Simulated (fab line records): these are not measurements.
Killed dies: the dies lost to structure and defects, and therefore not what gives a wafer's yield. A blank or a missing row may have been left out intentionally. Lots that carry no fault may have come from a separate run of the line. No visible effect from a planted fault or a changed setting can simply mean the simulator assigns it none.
A struck lot beside a sound one	flow n5_finfet	16 out of 1938 route steps
Sound: wafers L838.2, L838.3, L838.6. Struck: wafer L843.2. (L843.5 of the same lot was not struck and is left out.) The cause comes at the end.
For every step that has rows: the tool of each side, followed by ch and its chambers, followed by its first start. Under that, the readings that differ: sound wafers	struck wafers	difference of the means	sigmas: that difference in standard deviations of wafers without a fault.
alike: words and numbers the same on both sides, and readings whose means are apart by under 2 such deviations; not compared: readings that were withheld, readings missing a value for some wafer, numbers with overlapping values and no deviation given by the record, and bounds like >300 which may hide the same value.
The two part at a step that has a row with sigmas, a row that says differs or no value, or rows on one side only. Non-overlapping numbers with no deviation appear without sigmas and do not part them. A reading that every wafer of one side lacks parts them only if that side has two wafers or more.

first, 3 steps without rows for these wafers: N5_FIN_SAQP_EXPOSE_13 (exposes mask FIN CORE, target cd 35.6 nm); N5_FIN_SAQP_PEB_14 (peb time 60 s); N5_FIN_SAQP_DEVELOP_15 (develop time 30 s).
N5_FIN_SAQP_CD_MEAS_16: target cd 35.6 nm.
  sound on cd_sem-02 ch 0, day 4 03:36; struck on cd_sem-02 ch 0, day 5 10:25
  alike: cd_nm
N5_FIN_SAQP_OVL_MEAS_17:
  sound on overlay-02 ch 0, day 4 03:38; struck on overlay-01 ch 0, day 5 10:27
  alike: FIN_CORE_OVL
N5_FIN_SAQP_INSPECT_18: inspects for defects (brightfield).
  struck on defect_inspect-02, day 5 10:29; sound on defect_inspect-02, day 4 03:40
  alike: raw_defect_count
N5_FIN_SAQP_DESCUM_21: chemistry O2, time 7.9 s.
  sound on rie_diel-02 ch 1,2, day 4 03:42; struck on rie_diel-05 ch 0, day 5 10:33
  alike: drypump_motor_current_A, oes_product_au, rf_vpp_V, showerhead_plenum_p_Torr, throttle_valve_pct
  not compared: rf_hours_counter_h
N5_FIN_SAQP_ETCH_51: etches SiARC in CF4, target depth 45.5 nm, time 75.8 s.
  sound on rie_diel-02 ch 1,2, day 4 03:44; struck on rie_diel-05 ch 0, day 5 10:35
reading	sound	struck	difference	sigmas
throttle_valve_pct (%)	15.66 15.39 15.66	16.10	+0.53	+2
  alike: drypump_motor_current_A, etch_rf_on_time_s, oes_product_au, rf_vpp_V, showerhead_plenum_p_Torr
  not compared: rf_hours_counter_h
N5_FIN_SAQP_ETCH_52: etches SOC in N2/H2, target depth 100 nm, overetch 20 nm, time 150 s.
  sound on rie_diel-02 ch 1,2, day 4 03:47; struck on rie_diel-05 ch 0, day 5 10:39
  alike: drypump_motor_current_A, oes_product_au, rf_vpp_V, showerhead_plenum_p_Torr, throttle_valve_pct
  not compared: rf_hours_counter_h
then, 1 step without rows for these wafers: N5_FIN_SAQP_STRIP_53 (strips in N2/H2).
N5_FIN_SAQP_HM_OPEN_73: chemistry CHF3/O2, target SiO2, stops on a-Si, target depth 12 nm, time 16.8 s.
  sound on rie_diel-02 ch 1,2, day 4 03:54; struck on rie_diel-05 ch 0, day 5 10:45
reading	sound	struck	difference	sigmas
throttle_valve_pct (%)	18.74 18.67 18.74	19.30	+0.58	+2
  alike: CHF3_flow_sccm, drypump_motor_current_A, oes_product_au, rf_vpp_V, showerhead_plenum_p_Torr
  not compared: rf_hours_counter_h
then, 1 step without rows for these wafers: N5_FIN_SAQP_STRIP_74 (strips in CHF3/O2).
N5_FIN_SAQP_MANDREL_ETCH_22: etches a-Si in HBr/Cl2, stops on SiNx, target depth 60 nm, bt time 10 s, time 30 s.
  sound on rie_si-01 ch 1,2,3, day 4 03:59; struck on rie_si-01 ch 2, day 5 10:50
reading	sound	struck	difference	sigmas
over_etch_frac	0.5 0.5 0.5	0.49005	-0.00995	
  alike: drypump_motor_current_A, oes_product_au, throttle_valve_pct
  not compared: rf_hours_counter_h
N5_FIN_SAQP_STRIP_55: strips in N2/H2.
  sound on rie_diel-02 ch 1,2,3, day 4 04:05; struck on rie_diel-02 ch 1, day 5 10:56
reading	sound	struck	difference	sigmas
oes_product_au (a.u.)	0.85 0.81 0.69	0.98	+0.20	+2
rf_vpp_V (V)	122.3 120.0 120.6	124.2	+3.2	+2
  alike: drypump_motor_current_A, showerhead_plenum_p_Torr, throttle_valve_pct
  not compared: rf_hours_counter_h
-- record jumps: 9 days separate the struck wafers' starts on either side; left off in module FIN_SAQP, taken up again in module BEOL_M4, whose first shown step is the route's number 1111 --
N5_BEOL_M4_RC_MEAS_101:
  sound on prober-01 ch 0, day 13 16:33; struck on prober-02 ch 0, day 14 08:18
  alike: DIBL_N, DIBL_P, IOFF_N, IOFF_P, ION_N, ION_P, SS_N, SS_P, VT_N, VT_P
-- a jump in the record: the struck wafers' starts before and after are 4 days apart (it breaks off in module BEOL_M4 and resumes in module PASSIVATION, where the first step shown is number 1936 of the route) --
N5_PASSIVATION_PROBE_49:
  rows exist in the record for the struck wafers here (prober-02, day 18 17:01), but not for the sound ones

WHERE THEY PART
First at N5_FIN_SAQP_ETCH_51; last, within this record, at N5_PASSIVATION_PROBE_49.

WHY: the cause the simulator had injected
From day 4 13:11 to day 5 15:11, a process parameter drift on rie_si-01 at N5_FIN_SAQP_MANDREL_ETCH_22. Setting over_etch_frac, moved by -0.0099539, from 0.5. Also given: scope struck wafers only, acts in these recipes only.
